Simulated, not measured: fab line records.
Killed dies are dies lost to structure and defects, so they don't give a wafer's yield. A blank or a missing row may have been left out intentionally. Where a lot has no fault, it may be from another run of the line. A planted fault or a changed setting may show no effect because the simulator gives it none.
Which tool did it? | flow n5Finfet | Sampling: 13 lots, 39 wafers, 3 of 1938 route steps

== WHAT EACH GAUGE READ, for each wafer ==
N5_MOL_CONTACT_COAG_INSPECT_42: inspects for defects (brightfield). Usual: rawDefectCount at 222, with a standard deviation of 51.
lot  | measured     | on               | rawDefectCount | flag
L182 | day 5 13:47  | defectInspect-02 | 227 243 259    | 
L183 | day 5 18:58  | defectInspect-02 | 247 196 148    | 
L184 | day 5 20:55  | defectInspect-02 | 227 252 242    | 
L185 | day 6 04:01  | defectInspect-01 | 236 150 192    | 
L186 | day 6 15:05  | defectInspect-02 | 135 195 162    | 
L188 | day 7 09:05  | defectInspect-02 | 206 180 266    | 
L190 | day 7 13:02  | defectInspect-01 | 224 255 291    | 
L191 | day 7 17:52  | defectInspect-02 | 115 192 161    | 
L192 | day 8 01:19  | defectInspect-01 | 288 222 240    | 
L193 | day 8 05:34  | defectInspect-02 | 246 273 272    | 
L197 | day 9 02:01  | defectInspect-01 | 252 287 233    | 
L203 | day 10 16:54 | defectInspect-01 | 240 220 237    | 
L204 | day 10 20:32 | defectInspect-01 | 249 327 302    | 

N5_MOL_CONTACT_COAG_THK_MEAS_53. Usual: VIA_MOL_THK 44.1 nm, standard deviation 0.6.
lot  | measured     | on           | VIA_MOL_THK (nm) | flag
L182 | day 5 15:32  | filmMetro-01 | 43.6 44.8 44.8   | 
L183 | day 5 20:45  | filmMetro-01 | 43.4 44.1 44.2   | 
L184 | day 5 22:34  | filmMetro-02 | 43.7 43.8 44.2   | 
L185 | day 6 05:39  | filmMetro-01 | 44.4 44.8 45.0   | 
L186 | day 6 17:07  | filmMetro-02 | 43.5 43.2 44.6   | 
L188 | day 7 11:21  | filmMetro-02 | 43.9 45.1 43.6   | 
L190 | day 7 14:43  | filmMetro-02 | 43.3 44.8 44.0   | 
L191 | day 7 19:28  | filmMetro-01 | 43.4 43.6 43.9   | 
L192 | day 8 02:58  | filmMetro-01 | 44.1 43.9 44.8   | 
L193 | day 8 07:41  | filmMetro-02 | 44.1 44.0 44.4   | 
L197 | day 9 03:49  | filmMetro-01 | 43.7 43.6 44.0   | 
L203 | day 10 18:31 | filmMetro-02 | 43.3 44.3 43.7   | 
L204 | day 10 22:19 | filmMetro-02 | 43.6 44.0 44.2   | 

== WHAT TOOL EACH LOT RAN ON (gives the tool, then ch and the chambers of the sampled wafers, and finally the start) ==
lot  | N5_MOL_CONTACT_COAG_CVD_140
L182 | cvdW-01 ch 0, day 5 14:55
L183 | cvdW-02 ch 0,1, day 5 20:13
L184 | cvdW-01 ch 0,1, day 5 21:54
L185 | cvdW-02 ch 0,1, day 6 05:07
L186 | cvdW-02 ch 0,1, day 6 16:31
L188 | cvdW-01 ch 0,1, day 7 10:49
L190 | cvdW-02 ch 0,1, day 7 14:02
L191 | cvdW-01 ch 0,1, day 7 18:56
L192 | cvdW-01 ch 0,1, day 8 02:21
L193 | cvdW-01 ch 0,1, day 8 07:04
L197 | cvdW-01 ch 0,1, day 9 03:13
L203 | cvdW-02 ch 0,1, day 10 17:53
L204 | cvdW-02 ch 0, day 10 21:41
- N5_MOL_CONTACT_COAG_CVD_140: deposits W, target thk 66.5 nm, time 215 s.

== AS READ BY THE TOOLS THEMSELVES (means over the sampled wafers that have a number; for cases with no such wafer, the mark the record gives instead) ==
N5_MOL_CONTACT_COAG_CVD_140. Usual: heaterPowerW 503 W, standard deviation 46; runLengthS 286.0 s, standard deviation 0.4.
lot  | tool    | heaterPowerW (W) | runLengthS (s) | flag
L182 | cvdW-01 | 472              | 285.7          | 
L183 | cvdW-02 | 543              | 286.2          | 
L184 | cvdW-01 | 470              | 285.9          | 
L185 | cvdW-02 | 518              | 286.2          | 
L186 | cvdW-02 | 525              | 285.9          | 
L188 | cvdW-01 | 473              | 286.0          | 
L190 | cvdW-02 | 540              | 286.2          | 
L191 | cvdW-01 | 482              | 285.8          | 
L192 | cvdW-01 | 468              | 286.0          | 
L193 | cvdW-01 | 470              | 421.9          | OFF
L197 | cvdW-01 | 471              | 422.0          | OFF
L203 | cvdW-02 | 543              | 286.3          | 
L204 | cvdW-02 | 490              | 285.7          | 

== THE ANSWER, worked out from the rows above alone ==
Rule: a lot is off if the mean of its wafers that have a number lies more than 3 standard deviations from the usual mean. A lot without any number at a reading at which 4 lots or more have one is off too. All remaining lots with rows at the step are treated as sound. After the gauges, taken in route order, come the tools' own readings; for these a lot's mean is taken, as printed above. At the first step where some lot is off, the reading lying furthest off is the one used; lots without a number count as furthest.
Off: L193, L197 (N5_MOL_CONTACT_COAG_CVD_140, runLengthS).
If a tool, at that step or one of the process steps before it, ran each lot that is off and ran no sound lot following the first of them, it fits. One candidate fits, namely cvdW-01 at N5_MOL_CONTACT_COAG_CVD_140. A fault onset in the window from L192 (day 8 02:21, its last sound lot) to L193 (day 8 07:04, its first lot off) fits.
On the lots that are off, the tool's own readings at N5_MOL_CONTACT_COAG_CVD_140 differ by more than 5 times the standard deviation of the sound lots' means, which bears it out; runLengthS reads 421.9 s there versus 286.0 s on the sound lots.

== WHAT THE SIMULATOR HAD INSERTED ==
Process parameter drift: cvdW-01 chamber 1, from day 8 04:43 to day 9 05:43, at N5_MOL_CONTACT_COAG_CVD_140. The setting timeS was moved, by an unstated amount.
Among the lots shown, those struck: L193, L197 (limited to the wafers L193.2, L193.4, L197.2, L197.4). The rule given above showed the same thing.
